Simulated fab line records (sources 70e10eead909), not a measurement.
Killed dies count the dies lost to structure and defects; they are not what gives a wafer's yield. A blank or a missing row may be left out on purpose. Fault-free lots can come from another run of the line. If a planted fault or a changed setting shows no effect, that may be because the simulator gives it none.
fab line records -- flow nand_harc -- part 1 of 2: steps 1 to 28 of 37
record: lots: 5, wafers: 15, last_day: 24
route steps=1159 shown A_M0@1014 A_M1@1026
lots that met no fault: taken from a fault-free run of the same line
start_h: hours from the record's first day to the start of the lot's first wafer shown -- wait_h: hours from the lot's prior step to this one -- " unchanged from the row above -- L1.1+2: a single row standing in for several wafers -- - no value present, or no start provided -- * or withheld: withheld -- < > ~ a bound
route shown NAME@n: names a module that has steps shown in the file, with the first one's number in the route -- usual: the fault-free wafers' mean and standard deviation -- same: alike in all rows -- chamber/n: place in a boat -- sites: per-site readings -- _std_site: standard deviation across them -- _edge_site: outer sites' mean less inner sites' -- radius_mm: for every site, how far away it sits from the centre of the wafer -- mask NAME#n: copy n -- behind: the last tool/chamber to shape the wafer -- hold: why the lot went on hold/how many hours it stayed there/how the hold came to an end -- device: names the non-switching transistor (n, p or np) -- end of line: the tests these same wafers got at the end of their route -- a step given without rows: its recipe and nothing more -- killed: not the wafer's yield, but the dies lost to structure and defects at the first sort -- map: shows each die of a wafer: x if killed, . if not, _ if none is there
set.NAME: the setting that was run; set.NAME@STEP: the one run at that earlier step -- model.NAME: the simulator's own value behind a step, which no gauge read
certain route steps with their lots: each step a table, each wafer a row
services: the hour from which a tool's chamber was out of use, counted from the record's first day as start_h (under 0 if before that day), plus the number of hours and why
== steps ==
step: NHARC_A_M0_PRE_CLEAN_29
recipe: time_s: 30, temp_c: 280, gas: H2/He
usual: heater_power_w: 436/48
lot.wafer,tool,chamber,start_h,wait_h,heater_power_w
L076.1,pvd_sputter-03,-,-,-,517
L076.2,pvd_sputter-03,-,-,-,437
L076.3,pvd_sputter-03,-,-,-,388
L074.1,pvd_sputter-03,-,-,-,380
L074.3,pvd_sputter-03,-,-,-,511
L074.5,pvd_sputter-03,-,-,-,380
L083.4,pvd_sputter-01,-,-,-,517
L083.6,pvd_sputter-01,-,-,-,508
L083.5,pvd_sputter-01,-,-,-,422
L090.4,pvd_sputter-03,-,-,-,462
L090.3,pvd_sputter-03,-,-,-,451
L090.2,pvd_sputter-03,-,-,-,372
L094.3,pvd_sputter-03,-,-,-,462
L094.1,pvd_sputter-03,-,-,-,378
L094.6,pvd_sputter-03,-,-,-,467
step: NHARC_A_M0_PVD_20
recipe: target_thk_a: 50, bias_v: 168.6, power_w: 15000, chamber_pressure_pa: 0.12, time_s: 8.06, substrate_temp_c: 50, material: TaN
usual: throttle_valve_pct: 29.8/0.74
lot.wafer,tool,chamber,start_h,wait_h,throttle_valve_pct
L076.2,pvd_sputter-03,-,-,-,29.5
L076.3,pvd_sputter-03,-,-,-,30.9
L076.1,pvd_sputter-03,-,-,-,29.4
L074.1,pvd_sputter-03,-,-,-,30.9
L074.3,pvd_sputter-03,-,-,-,29.0
L074.5,pvd_sputter-03,-,-,-,30.9
L083.4,pvd_sputter-01,-,-,-,30.2
L083.6,pvd_sputter-01,-,-,-,29.8
L083.5,pvd_sputter-01,-,-,-,30.1
L090.4,pvd_sputter-03,-,-,-,29.2
L090.2,pvd_sputter-03,-,-,-,28.6
L090.3,pvd_sputter-03,-,-,-,29.1
L094.1,pvd_sputter-03,-,-,-,28.7
L094.3,pvd_sputter-03,-,-,-,30.4
L094.6,pvd_sputter-03,-,-,-,30.4
step: NHARC_A_M0_PVD_21
recipe: target_thk_a: 300, chamber_pressure_pa: 5, power_w: 5000, substrate_temp_c: 30, time_s: 20.49, material: Cu
usual: throttle_valve_pct: 29.7/0.71
lot.wafer,tool,chamber,start_h,wait_h,throttle_valve_pct
L076.3,pvd_sputter-03,-,-,-,30.7
L076.2,pvd_sputter-03,-,-,-,29.5
L076.1,pvd_sputter-03,-,-,-,29.2
L074.3,pvd_sputter-03,-,-,-,29.1
L074.1,pvd_sputter-03,-,-,-,29.4
L074.5,pvd_sputter-03,-,-,-,29.5
L083.4,pvd_sputter-01,-,-,-,29.9
L083.6,pvd_sputter-01,-,-,-,30.1
L083.5,pvd_sputter-01,-,-,-,30.2
L090.3,pvd_sputter-03,-,-,-,28.6
L090.2,pvd_sputter-03,-,-,-,30.5
L090.4,pvd_sputter-03,-,-,-,29.0
L094.3,pvd_sputter-03,-,-,-,28.9
L094.1,pvd_sputter-03,-,-,-,30.5
L094.6,pvd_sputter-03,-,-,-,29.0
step: NHARC_A_M0_ECD_22
recipe: target_thk_a: 4000, bath_temp_c: 25, material: Cu
lot.wafer,tool,chamber,start_h,wait_h
L076.2+1+3,ecd_cu-01,"1,0,1",411.66,-
L074.1+3+5,ecd_cu-02,"1,0,0",414.11,-
L083.4+6+5,ecd_cu-02,"0,0,1",455.45,-
L090.2+4+3,ecd_cu-02,"0,0,1",480.41,-
L094.1+3+6,ecd_cu-02,"0,1,0",510.36,-
step: NHARC_A_M0_ANNEAL_30
recipe: temp_c: 225, time_s: 90
usual: anneal_temp_c: 224.97/0.19, wafer_temp_C_max: 226.34/0.27
lot.wafer,tool,chamber,start_h,wait_h,anneal_temp_c,wafer_temp_C_max
L076.1,rtp_anneal-01,0,412.06,-,225.06,225.77
L076.2,rtp_anneal-01,0,412.06,-,225.30,225.97
L076.3,rtp_anneal-01,0,412.06,-,225.26,226.34
L074.1,rtp_anneal-02,0,414.48,-,224.93,226.79
L074.3,rtp_anneal-02,0,414.48,-,225.03,226.43
L074.5,rtp_anneal-02,0,414.48,-,225.00,226.47
L083.4,rtp_anneal-01,0,455.89,0.4,224.82,226.53
L083.5,rtp_anneal-01,0,455.89,0.4,224.93,226.29
L083.6,rtp_anneal-01,0,455.89,0.4,225.00,226.39
L090.2,rtp_anneal-01,0,480.84,-,224.75,225.87
L090.3,rtp_anneal-01,0,480.84,-,224.55,226.77
L090.4,rtp_anneal-01,0,480.84,-,224.68,226.19
L094.1,rtp_anneal-02,0,510.74,-,225.04,226.51
L094.3,rtp_anneal-02,0,510.74,-,224.79,226.39
L094.6,rtp_anneal-02,0,510.74,-,224.93,226.35
step: NHARC_A_M0_CMP_23
recipe: t_overpolish_s: 20, target_thk_nm: 113.75
usual: motor_current_A: 12.0/1, time_to_endpoint_s: 27.4/2.5
lot.wafer,tool,chamber,start_h,wait_h,motor_current_A,time_to_endpoint_s
L076.3,cmp-04,3,412.40,-,12.3,27.9
L076.2,cmp-04,0,412.40,-,11.0,28.4
L076.1,cmp-04,1,412.40,-,11.0,28.7
L074.3,cmp-04,3,414.83,-,12.5,23.5
L074.1,cmp-04,0,414.83,-,11.3,27.9
L074.5,cmp-04,0,414.83,-,11.1,27.4
L083.4,cmp-03,1,456.11,-,14.5,25.3
L083.6,cmp-03,0,456.11,-,11.6,26.4
L083.5,cmp-03,1,456.11,-,14.1,26.6
L090.3,cmp-01,1,481.13,-,11.9,27.1
L090.4,cmp-01,2,481.13,-,11.4,31.9
L090.2,cmp-01,3,481.13,-,12.4,27.0
L094.3,cmp-04,1,511.11,-,11.1,32.3
L094.1,cmp-04,3,511.11,-,12.5,30.2
L094.6,cmp-04,1,511.11,-,10.6,32.5
step: NHARC_A_M0_THK_MEAS_24
recipe: thk_meas_gauge: xrf
usual: thk_nm: 113.3/1.4
lot.wafer,tool,chamber,start_h,wait_h,thk_nm
L076.1,film_metro-02,-,412.72,-,114.2
L076.2,film_metro-02,-,412.72,-,113.8
L076.3,film_metro-02,-,412.72,-,112.3
L074.1,film_metro-02,-,415.14,-,112.7
L074.3,film_metro-02,-,415.14,-,113.2
L074.5,film_metro-02,-,415.14,-,113.7
L083.4,film_metro-01,-,456.40,-,114.2
L083.5,film_metro-01,-,456.40,-,114.3
L083.6,film_metro-01,-,456.40,-,115.0
L090.2,film_metro-01,-,481.45,-,113.2
L090.3,film_metro-01,-,481.45,-,113.1
L090.4,film_metro-01,-,481.45,-,115.6
L094.1,film_metro-02,-,511.39,-,113.8
L094.3,film_metro-02,-,511.39,-,113.8
L094.6,film_metro-02,-,511.39,-,112.4
step: NHARC_A_M0_SRD_25
lot.wafer,tool,chamber,start_h,wait_h
L076.3+2+1,wet_bench-10,"1,3,5",412.76,0.0
L074.5+3+1,wet_bench-08,"7,2,4",415.18,0.0
L083.4+5+6,wet_bench-10,"5,6,1",456.44,0.0
L090.2+3+4,wet_bench-10,"1,3,4",481.50,0.0
L094.6+1+3,wet_bench-08,"6,7,0",511.44,0.0
step: NHARC_A_M0_INSPECT_27
usual: raw_defect_count: 492/170
lot.wafer,tool,chamber,start_h,wait_h,raw_defect_count
L076.1,defect_inspect-01,-,412.88,0.0,476
L076.2,defect_inspect-01,-,412.88,0.0,501
L076.3,defect_inspect-01,-,412.88,0.0,365
L074.1,defect_inspect-01,-,415.30,0.0,290
L074.3,defect_inspect-01,-,415.30,0.0,315
L074.5,defect_inspect-01,-,415.30,0.0,390
L083.4,defect_inspect-02,-,456.57,0.0,416
L083.5,defect_inspect-02,-,456.57,0.0,363
L083.6,defect_inspect-02,-,456.57,0.0,508
L090.2,defect_inspect-01,-,481.62,0.0,294
L090.3,defect_inspect-01,-,481.62,0.0,443
L090.4,defect_inspect-01,-,481.62,0.0,588
L094.1,defect_inspect-01,-,511.56,0.0,278
L094.3,defect_inspect-01,-,511.56,0.0,294
L094.6,defect_inspect-01,-,511.56,0.0,456
step: NHARC_A_M0_PRE_CLEAN_31
recipe: time_s: 12, temp_c: 370, rf_power_w: 300, gas: NH3
usual: heater_power_w: 629/61
lot.wafer,tool,chamber,start_h,wait_h,heater_power_w
L076.1,pecvd-04,1,413.54,0.7,550
L076.3,pecvd-04,2,413.54,0.7,623
L076.2,pecvd-04,0,413.54,0.7,728
L074.1,pecvd-03,0,415.37,0.1,551
L074.3,pecvd-03,2,415.37,0.1,544
L074.5,pecvd-03,2,415.37,0.1,546
L083.5,pecvd-01,2,456.70,0.1,623
L083.4,pecvd-01,0,456.70,0.1,665
L083.6,pecvd-01,1,456.70,0.1,670
L090.2,pecvd-01,1,481.69,0.1,621
L090.3,pecvd-01,0,481.69,0.1,611
L090.4,pecvd-01,2,481.69,0.1,655
L094.1,pecvd-03,0,511.62,0.1,581
L094.3,pecvd-03,2,511.62,0.1,511
L094.6,pecvd-03,2,511.62,0.1,515
step: NHARC_A_M0_DEP_32
recipe: target_thk_a: 300, temp_c: 370, target_thk_nm: 30, pressure_torr: 3, flow_sccm: 200, rf_w: 450, material: SiCN
usual: heater_power_w: 573/57
lot.wafer,tool,chamber,start_h,wait_h,heater_power_w
L076.1,pecvd-04,1,413.62,0.1,545
L076.3,pecvd-04,2,413.62,0.1,487
L076.2,pecvd-04,0,413.62,0.1,587
L074.1,pecvd-03,0,415.44,0.1,575
L074.3,pecvd-03,2,415.44,0.1,476
L074.5,pecvd-03,2,415.44,0.1,482
L083.5,pecvd-01,2,456.86,0.2,548
L083.4,pecvd-01,0,456.86,0.2,646
L083.6,pecvd-01,1,456.86,0.2,555
L090.2,pecvd-01,1,481.77,0.1,556
L090.3,pecvd-01,0,481.77,0.1,640
L090.4,pecvd-01,2,481.77,0.1,576
L094.1,pecvd-03,0,511.70,0.1,550
L094.3,pecvd-03,2,511.70,0.1,499
L094.6,pecvd-03,2,511.70,0.1,509
step: NHARC_A_M1_DEP_00
recipe: target_thk_a: 1825, target_thk_nm: 182.5, temp_c: withheld, pressure_torr: 5, flow_sccm: 200, rf_w: 600, material: SiOC
lot.wafer,tool,chamber,start_h,wait_h
L076.3+2+1,pecvd-03,"1,2,0",414.06,-
L074.1+3+5,pecvd-01,"2,0,2",415.86,-
L083.6+4+5,pecvd-04,"1,2,0",457.28,-
L090.3+2+4,pecvd-01,"1,2,1",-,-
L094.3+1+6,pecvd-03,"1,0,0",-,-
step: NHARC_A_M1_DEHYDRATE_01
recipe: temp_c: 150, time_s: 120
lot.wafer,tool,chamber,start_h,wait_h
L076.1+2+3,litho_track-04,0,414.46,-
L074.1+3+5,litho_track-04,0,416.26,-
L083.4+5+6,litho_track-06,0,457.58,-
L090.2+3+4,litho_track-04,0,482.64,-
L094.1+3+6,litho_track-01,0,512.54,-
step: NHARC_A_M1_HMDS_02
recipe: time_s: 30
lot.wafer,tool,chamber,start_h,wait_h
L076.1+2+3,litho_track-04,0,-,-
L074.1+3+5,litho_track-04,0,-,-
L083.4+5+6,litho_track-06,0,-,-
L090.2+3+4,litho_track-04,0,-,-
L094.1+3+6,litho_track-01,0,-,-
step: NHARC_A_M1_COAT_34
recipe: temp_c: 200, time_s: 65
lot.wafer,tool,chamber,start_h,wait_h
L076.1+2+3,litho_track-04,0,-,-
L074.1+3+5,litho_track-04,0,-,-
L083.4+5+6,litho_track-06,0,-,-
L090.2+3+4,litho_track-04,0,-,-
L094.1+3+6,litho_track-01,0,-,-
step: NHARC_A_M1_COAT_03
recipe: spin_rpm: 1500, resist_thk_nm: 90
lot.wafer,tool,chamber,start_h,wait_h
L076.1+2+3,litho_track-04,0,-,-
L074.1+3+5,litho_track-04,0,-,-
L083.4+5+6,litho_track-06,0,-,-
L090.2+3+4,litho_track-04,0,-,-
L094.1+3+6,litho_track-01,0,-,-
step: NHARC_A_M1_SOFTBAKE_04
recipe: temp_c: 105, time_s: 55
lot.wafer,tool,chamber,start_h,wait_h
L076.1+2+3,litho_track-04,0,-,-
L074.1+3+5,litho_track-04,0,-,-
L083.4+5+6,litho_track-06,0,-,-
L090.2+3+4,litho_track-04,0,-,-
L094.1+3+6,litho_track-01,0,-,-
step: NHARC_A_M1_EBR_05
lot.wafer,tool,chamber,start_h,wait_h
L076.1+2+3,litho_track-04,0,-,-
L074.1+3+5,litho_track-04,0,-,-
L083.4+5+6,litho_track-06,0,-,-
L090.2+3+4,litho_track-04,0,-,-
L094.1+3+6,litho_track-01,0,-,-
step: NHARC_A_M1_EXPOSE_06
recipe: na: 1.35, target_cd_nm: 120, dose_mj: 75.13, mask_id: A_M1
usual: exposure_dose_mJ_cm2: 75.12/0.075
lot.wafer,tool,chamber,start_h,wait_h,mask,exposure_dose_mJ_cm2
L076.1,arfi_scanner-03,0,414.75,-,A_M1#0,75.09
L076.2,arfi_scanner-03,0,414.75,-,A_M1#0,75.18
L076.3,arfi_scanner-03,0,414.75,-,A_M1#0,74.99
L074.1,arfi_scanner-03,0,416.55,-,A_M1#0,75.15
L074.3,arfi_scanner-03,0,416.55,-,A_M1#0,75.29
L074.5,arfi_scanner-03,0,416.55,-,A_M1#0,75.23
L083.4,arfi_scanner-02,0,457.88,-,A_M1#0,75.09
L083.5,arfi_scanner-02,0,457.88,-,A_M1#0,75.06
L083.6,arfi_scanner-02,0,457.88,-,A_M1#0,75.07
L090.2,arfi_scanner-03,0,482.94,-,A_M1#0,75.26
L090.3,arfi_scanner-03,0,482.94,-,A_M1#0,75.11
L090.4,arfi_scanner-03,0,482.94,-,A_M1#0,75.14
L094.1,arfi_scanner-03,0,512.83,-,A_M1#0,75.14
L094.3,arfi_scanner-03,0,512.83,-,A_M1#0,75.13
L094.6,arfi_scanner-03,0,512.83,-,A_M1#0,75.21
step: NHARC_A_M1_PEB_07
recipe: peb_temp_c: 100, peb_time_s: 65
lot.wafer,tool,chamber,start_h,wait_h
L076.1+2+3,litho_track-04,0,414.81,0.1
L074.1+3+5,litho_track-04,0,416.61,0.1
L083.4+5+6,litho_track-04,0,457.93,0.0
L090.2+3+4,litho_track-06,0,483.00,0.1
L094.1+3+6,litho_track-01,0,512.89,0.1
step: NHARC_A_M1_DEVELOP_08
recipe: develop_time_s: 35, dev_temp_c: 23
lot.wafer,tool,chamber,start_h,wait_h
L076.1+2+3,litho_track-04,0,-,-
L074.1+3+5,litho_track-04,0,-,-
L083.4+5+6,litho_track-04,0,-,-
L090.2+3+4,litho_track-06,0,-,-
L094.1+3+6,litho_track-01,0,-,-
step: NHARC_A_M1_CD_MEAS_09
recipe: target_cd_nm: 120, landing_energy_ev: 500
usual: cd_nm: 119.7/0.63
lot.wafer,tool,chamber,start_h,wait_h,cd_nm
L076.1,cd_sem-02,0,414.89,-,118.7
L076.2,cd_sem-02,0,414.89,-,119.2
L076.3,cd_sem-02,0,414.89,-,119.0
L074.1,cd_sem-01,0,416.70,-,118.4
L074.3,cd_sem-01,0,416.70,-,118.9
L074.5,cd_sem-01,0,416.70,-,119.7
L083.4,cd_sem-01,0,458.02,-,119.8
L083.5,cd_sem-01,0,458.02,-,120.1
L083.6,cd_sem-01,0,458.02,-,120.2
L090.2,cd_sem-01,0,483.08,-,120.6
L090.3,cd_sem-01,0,483.08,-,120.8
L090.4,cd_sem-01,0,483.08,-,120.9
L094.1,cd_sem-03,0,512.97,-,119.3
L094.3,cd_sem-03,0,512.97,-,118.7
L094.6,cd_sem-03,0,512.97,-,118.7
step: NHARC_A_M1_OVL_MEAS_10
recipe: pitch_nm: 240
usual: overlay_x_nm: 0.1/0.8, overlay_y_nm: 0.2/1
lot.wafer,tool,chamber,start_h,wait_h,overlay_x_nm,overlay_y_nm
L076.1,overlay-01,-,414.98,-,1.5,0.2
L076.2,overlay-01,-,414.98,-,1.6,0.2
L076.3,overlay-01,-,414.98,-,1.8,-0.1
L074.1,overlay-01,-,416.78,-,1.3,1.0
L074.3,overlay-01,-,416.78,-,0.5,0.9
L074.5,overlay-01,-,416.78,-,0.8,0.6
L083.4,overlay-02,-,458.10,-,0.0,1.1
L083.5,overlay-02,-,458.10,-,0.1,0.4
L083.6,overlay-02,-,458.10,-,-0.2,0.7
L090.2,overlay-02,-,483.16,-,-0.4,-2.6
L090.3,overlay-02,-,483.16,-,0.0,-2.0
L090.4,overlay-02,-,483.16,-,-0.6,-2.1
L094.1,overlay-02,-,513.06,-,-0.9,2.0
L094.3,overlay-02,-,513.06,-,-0.1,1.9
L094.6,overlay-02,-,513.06,-,-0.1,1.2
step: NHARC_A_M1_INSPECT_11
usual: raw_defect_count: 30/11
lot.wafer,tool,chamber,start_h,wait_h,raw_defect_count
L076.1,defect_inspect-01,-,415.02,0.0,33
L076.2,defect_inspect-01,-,415.02,0.0,36
L076.3,defect_inspect-01,-,415.02,0.0,32
L074.1,defect_inspect-02,-,416.82,0.0,26
L074.3,defect_inspect-02,-,416.82,0.0,22
L074.5,defect_inspect-02,-,416.82,0.0,31
L083.4,defect_inspect-02,-,458.14,0.0,19
L083.5,defect_inspect-02,-,458.14,0.0,13
L083.6,defect_inspect-02,-,458.14,0.0,18
L090.2,defect_inspect-02,-,483.20,0.0,37
L090.3,defect_inspect-02,-,483.20,0.0,37
L090.4,defect_inspect-02,-,483.20,0.0,44
L094.1,defect_inspect-01,-,513.09,0.0,26
L094.3,defect_inspect-01,-,513.09,0.0,32
L094.6,defect_inspect-01,-,513.09,0.0,33
step: NHARC_A_M1_DESCUM_14
recipe: time_s: 3, o2_flow_sccm: 200, ar_flow_sccm: 0, bias_power_w: 0, chemistry: O2
usual: chamber_pressure_mTorr: 60.00/0.054, drypump_motor_current_A: 5.7/0.53, oes_product_au: 0.996/0.0083, rf_vpp_V: 57.5/0.88, showerhead_plenum_p_Torr: 1.88/0.071, throttle_valve_pct: 11.311/0.008
lot.wafer,tool,chamber,start_h,wait_h,chamber_pressure_mTorr,drypump_motor_current_A,oes_product_au,rf_hours_counter_h,rf_vpp_V,showerhead_plenum_p_Torr,throttle_valve_pct
L076.2,rie_diel-06,2,415.08,0.1,60.11,4.8,0.991,10.0,56.8,1.85,11.297
L076.1,rie_diel-06,0,415.08,0.1,60.02,6.3,0.996,9.5,56.3,1.89,11.313
L076.3,rie_diel-06,1,415.08,0.1,60.10,6.2,1.001,10.1,58.5,1.99,11.323
L074.3,rie_diel-06,2,416.90,0.1,60.04,4.8,0.986,10.2,58.0,1.85,11.312
L074.1,rie_diel-06,3,416.90,0.1,60.04,5.6,0.984,8.1,57.4,1.95,11.312
L074.5,rie_diel-06,0,416.90,0.1,59.95,6.3,0.994,-,56.9,1.89,11.302
L083.4,rie_diel-12,1,458.21,0.1,59.96,6.0,0.996,4.2,56.7,1.79,11.309
L083.5,rie_diel-12,3,458.21,0.1,59.91,5.1,0.989,-,57.7,1.90,11.312
L083.6,rie_diel-12,0,458.21,0.1,59.95,6.1,0.991,-,57.5,1.84,11.310
L090.3,rie_diel-06,1,483.26,0.1,59.98,6.2,1.006,4.1,57.7,1.99,11.317
L090.2,rie_diel-06,0,483.26,0.1,59.90,6.3,0.998,4.4,57.6,1.89,11.301
L090.4,rie_diel-06,1,483.26,0.1,60.01,6.2,0.999,-,57.0,1.99,11.320
L094.1,rie_diel-06,3,513.15,0.1,59.98,5.6,0.993,6.7,58.3,1.95,11.315
L094.3,rie_diel-06,1,513.15,0.1,59.95,6.2,1.003,6.1,58.8,1.98,11.301
L094.6,rie_diel-06,3,513.15,0.1,60.02,5.6,1.003,-,57.4,1.95,11.311
step: NHARC_A_M1_ETCH_35
recipe: target_depth_a: 400, overetch_a: 120, time_s: 43.94, ion_energy_ev: 200, n2_flow_sccm: 150, h2_flow_sccm: 150, ar_flow_sccm: 0, rf_w: 400, bias_w: 150, chemistry: N2/H2
usual: chamber_pressure_mTorr: 30.001/0.027, drypump_motor_current_A: 5.7/0.53, oes_product_au: 0.994/0.009, rf_vpp_V: 429.6/2.4, showerhead_plenum_p_Torr: 2.00/0.078, throttle_valve_pct: 14.172/0.0087
lot.wafer,tool,chamber,start_h,wait_h,chamber_pressure_mTorr,drypump_motor_current_A,oes_product_au,rf_hours_counter_h,rf_vpp_V,showerhead_plenum_p_Torr,throttle_valve_pct
L076.2,rie_diel-06,0,415.17,0.1,29.997,6.3,0.998,9.5,430.7,2.01,14.181
L076.1,rie_diel-06,1,415.17,0.1,29.973,6.2,0.983,10.1,431.3,2.12,14.166
L076.3,rie_diel-06,2,415.17,0.1,29.988,4.8,0.988,10.0,427.2,1.97,14.161
L074.1,rie_diel-06,2,416.97,0.1,29.951,4.8,0.982,10.2,428.3,1.97,14.164
L074.3,rie_diel-06,3,416.97,0.1,30.041,5.6,1.002,8.1,432.4,2.08,14.172
L074.5,rie_diel-06,3,416.97,0.1,29.987,5.6,0.989,-,431.9,2.08,14.174
L083.4,rie_diel-12,3,458.29,0.1,30.017,5.2,1.000,4.1,431.2,2.03,14.171
L083.6,rie_diel-12,2,458.29,0.1,30.016,5.2,1.003,-,425.5,1.89,14.164
L083.5,rie_diel-12,3,458.29,0.1,29.967,5.2,1.004,-,432.2,2.03,14.166
L090.2,rie_diel-06,1,483.37,0.1,30.020,6.2,0.999,4.1,432.2,2.12,14.149
L090.3,rie_diel-06,2,483.37,0.1,30.008,4.8,0.999,4.4,428.5,1.97,14.163
L090.4,rie_diel-06,2,483.37,0.1,30.002,4.8,0.993,-,429.4,1.97,14.169
L094.1,rie_diel-06,2,513.24,0.1,30.018,4.8,0.995,6.4,430.2,1.97,14.174
L094.3,rie_diel-06,3,513.24,0.1,30.005,5.6,1.001,6.8,431.3,2.08,14.178
L094.6,rie_diel-06,2,513.24,0.1,29.969,4.8,0.994,-,429.5,1.97,14.173
step: NHARC_A_M1_ETCH_15
recipe: target_depth_a: 1825, time_s: 91.2, c4f8_flow_sccm: withheld, ar_flow_sccm: 400, rf_w: 600, bias_w: 300, chemistry: C4F8/Ar
usual: chamber_pressure_mTorr: 25.001/0.025, oes_product_au: 0.954/0.018, rf_vpp_V: 439.6/2.3
lot.wafer,tool,chamber,start_h,wait_h,chamber_pressure_mTorr,oes_product_au,rf_hours_counter_h,rf_vpp_V
L076.1,rie_diel-06,3,-,-,24.983,0.965,7.9,440.9
L076.2,rie_diel-06,0,-,-,25.028,0.934,9.6,439.4
L076.3,rie_diel-06,1,-,-,25.033,0.923,10.1,443.8
L074.3,rie_diel-06,1,-,-,25.009,0.923,10.2,442.2
L074.1,rie_diel-06,2,-,-,24.993,0.903,10.2,437.7
L074.5,rie_diel-06,1,-,-,24.961,0.924,-,442.6
L083.4,rie_diel-12,1,-,-,25.029,0.986,4.2,438.0
L083.5,rie_diel-12,1,-,-,25.055,0.979,-,436.2
L083.6,rie_diel-12,2,-,-,25.033,0.992,-,437.5
L090.3,rie_diel-06,2,-,-,24.981,0.949,4.4,437.5
L090.2,rie_diel-06,0,-,-,25.038,0.948,4.4,439.5
L090.4,rie_diel-06,0,-,-,24.967,0.941,-,441.1
L094.3,rie_diel-06,1,-,-,24.989,0.972,6.1,443.1
L094.1,rie_diel-06,2,-,-,24.990,0.969,6.4,438.5
L094.6,rie_diel-06,0,-,-,24.985,0.952,-,439.3
step: NHARC_A_M1_CD_MEAS_16
usual: cd_nm: 119.6/0.9
lot.wafer,tool,chamber,start_h,wait_h,cd_nm
L076.1,cd_sem-03,-,415.38,-,117.9
L076.2,cd_sem-03,-,415.38,-,119.4
L076.3,cd_sem-03,-,415.38,-,118.4
L074.1,cd_sem-03,-,417.19,-,117.8
L074.3,cd_sem-03,-,417.19,-,118.8
L074.5,cd_sem-03,-,417.19,-,120.2
L083.4,cd_sem-02,-,458.51,-,119.0
L083.5,cd_sem-02,-,458.51,-,119.3
L083.6,cd_sem-02,-,458.51,-,120.3
L090.2,cd_sem-01,-,483.61,-,121.8
L090.3,cd_sem-01,-,483.61,-,119.9
L090.4,cd_sem-01,-,483.61,-,119.8
L094.1,cd_sem-03,-,513.46,-,118.1
L094.3,cd_sem-03,-,513.46,-,118.8
L094.6,cd_sem-03,-,513.46,-,118.0
